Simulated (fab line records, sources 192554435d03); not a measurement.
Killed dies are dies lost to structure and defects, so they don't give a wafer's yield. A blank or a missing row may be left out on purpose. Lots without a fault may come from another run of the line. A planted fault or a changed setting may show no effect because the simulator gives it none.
Split-lot experiment | flow n5_finfet | 7 lots, 21 wafers read, on a route of 1938 steps

THE SPLIT
At N5_FIN_CUT_COAT_02 (resist thk 30 nm), the setting spin_rpm was moved away from the recipe's 1500 rpm on 7 of the 21 wafers read, by +3.1% to +7.9%. The other wafers ran this setting at the recipe's value.

FROM THE SPLIT TO THE READING: what the file shows between them, 3 steps
- N5_FIN_CUT_EBR_04
- N5_FIN_CUT_SOFTBAKE_03: time 60 s
- N5_FIN_CUT_DESCUM_13: chemistry O2, time 7 s

THE READING
CAR-EUV_of_FIN_CUT_COAT_02.thk_nm (the simulator's own value, which no gauge read), in nm, at N5_FIN_CUT_ETCH_30 (etches underlayer in N2/H2, target depth 13 nm, time 10.4 s). The file gives no usual value for it. The 14 wafers here that ran the recipe average 14.5 nm, standard deviation 0.12 nm.

wafer  | tool, chamber at the split | spin_rpm as run, rpm | against the recipe | CAR-EUV_of_FIN_CUT_COAT_02.thk_nm, nm | against lot-mates on the recipe
L077.2 | litho_track-01, 0          | 1547                 | +3.1%              | 14.4                                  | -0.2
L077.4 | litho_track-01, 0          | 1547                 | +3.1%              | 14.2                                  | -0.4
L077.6 | litho_track-01, 0          | 1500                 | recipe             | 14.6                                  | -
L078.1 | litho_track-03, 0          | 1500                 | recipe             | 14.4                                  | -
L078.6 | litho_track-03, 0          | 1500                 | recipe             | 14.4                                  | -
L078.5 | litho_track-03, 0          | 1573                 | +4.9%              | 13.8                                  | -0.6
L079.4 | litho_track-01, 0          | 1500                 | recipe             | 14.6                                  | -
L079.6 | litho_track-01, 0          | 1500                 | recipe             | 14.6                                  | -
L079.5 | litho_track-01, 0          | 1500                 | recipe             | 14.4                                  | -
L082.1 | litho_track-05, 0          | 1500                 | recipe             | 14.6                                  | -
L082.4 | litho_track-05, 0          | 1500                 | recipe             | 14.4                                  | -
L082.6 | litho_track-05, 0          | 1500                 | recipe             | 14.4                                  | -
L084.3 | litho_track-03, 0          | 1500                 | recipe             | 14.6                                  | -
L084.4 | litho_track-03, 0          | 1553                 | +3.5%              | 14.2                                  | -0.4
L084.5 | litho_track-03, 0          | 1553                 | +3.5%              | 14                                    | -0.6
L086.2 | litho_track-01, 0          | 1500                 | recipe             | 14.8                                  | -
L086.3 | litho_track-01, 0          | 1619                 | +7.9%              | 13.4                                  | -1.4
L086.4 | litho_track-01, 0          | 1619                 | +7.9%              | 13.6                                  | -1.2
L089.1 | litho_track-05, 0          | 1500                 | recipe             | 14.6                                  | -
L089.3 | litho_track-05, 0          | 1500                 | recipe             | 14.6                                  | -
L089.5 | litho_track-05, 0          | 1500                 | recipe             | 14.6                                  | -

THE FIT
A straight line over all 21 wafers: CAR-EUV_of_FIN_CUT_COAT_02.thk_nm changes by -0.13 nm for each +1% of spin_rpm; r = -0.94; the points scatter about the line by 0.13 nm.
The same after taking each lot's own level away (the mean of its wafers on the recipe; 21 wafers): -0.152 nm for each +1%; r = -0.97; scatter 0.1 nm.
On that fit, the largest move of spin_rpm shifts the reading by 1.2 nm.
The lots' own levels span 14.40 to 14.80 nm, that is 3.4 times the standard deviation above.
So the lot-to-lot level changes the slope: the two fits differ.
Check: with one of the wafers moved furthest among these (+7.9%) left out of the fit, the line predicts -1.09 nm for it against its lot-mates. It came out at -1.4 nm against them.

THE WHOLE CHAIN: every reading that the file lists as answering this split, in the file's order
step               | what it does                                                | reading                                                                            | change (the file's fit)               | r (the file's)
N5_FIN_CUT_COAT_02 | resist thk 30 nm                                            | CAR-EUV_of_FIN_CUT_COAT_02.thk_nm (the simulator's own value, which no gauge read) | -0.145 nm for each +1% of the setting | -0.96
N5_FIN_CUT_ETCH_30 | etches underlayer in N2/H2, target depth 13 nm, time 10.4 s | CAR-EUV_of_FIN_CUT_COAT_02.thk_nm (the simulator's own value, which no gauge read) | -0.146 nm for each +1% of the setting | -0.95

THE FILE'S OWN FIT
CAR-EUV_of_FIN_CUT_COAT_02.thk_nm changes by -0.146 nm for each +1% of spin_rpm, r = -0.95.
